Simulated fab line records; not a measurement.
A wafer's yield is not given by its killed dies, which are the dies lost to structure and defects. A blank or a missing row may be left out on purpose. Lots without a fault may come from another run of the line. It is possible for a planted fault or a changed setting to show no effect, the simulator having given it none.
Chamber matching -- flow n5Finfet -- 4 sister chambers for N5_BEOL_M0_SAQP_SPACER1_ETCHBACK_99 on rieDiel-01
The step etches SiO2 in CHF3/O2, target depth 15.4 nm, time 7.7 s. 4 wafers are shown with their chamber, then 10 later ones without.

WAFERS, EACH WITH ITS CHAMBER
wafer,chamber,showerheadPlenumPTorr (Torr)
L082.3,1,2.37
L088.3,3,2.37
L089.1,0,2.44
L089.4,2,2.35

WAFERS WITHOUT THEIR CHAMBER
wafer,showerheadPlenumPTorr (Torr)
L089.5,2.36
L092.1,2.44
L092.2,2.36
L092.3,2.35
L095.2,2.36
L095.3,2.34
L095.4,2.36
L096.2,2.34
L096.4,2.36
L096.6,2.44

WHICH CHAMBER EACH ONE RAN IN
wafer,from the rows above,in truth
L089.5,can't be placed: 2 or 1 or 3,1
L092.1,0,0
L092.2,can't be placed: 2 or 1 or 3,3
L092.3,2,2
L095.2,can't be placed: 2 or 1 or 3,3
L095.3,2,2
L095.4,can't be placed: 2 or 1 or 3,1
L096.2,2,2
L096.4,can't be placed: 2 or 1 or 3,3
L096.6,0,0
Correctly placed: 5 of 10. Cannot be placed on the basis of these rows: 5; the candidates contain the true chamber in 5. Number placed wrongly: 0.
How it was worked out, from the rows above alone: a wafer's distance from a chamber is the root of the sum, over the readings, of the square of ((its reading less the chamber's mean) divided by the reading's scatter). The wafer belongs to the nearest chamber; if the next one is less than 2 further off, it can't be placed. The mean given for a chamber averages the wafers shown for that chamber. The scatter: root of mean squared gap, hidden wafer to nearest shown wafer, with one shown wafer a chamber.
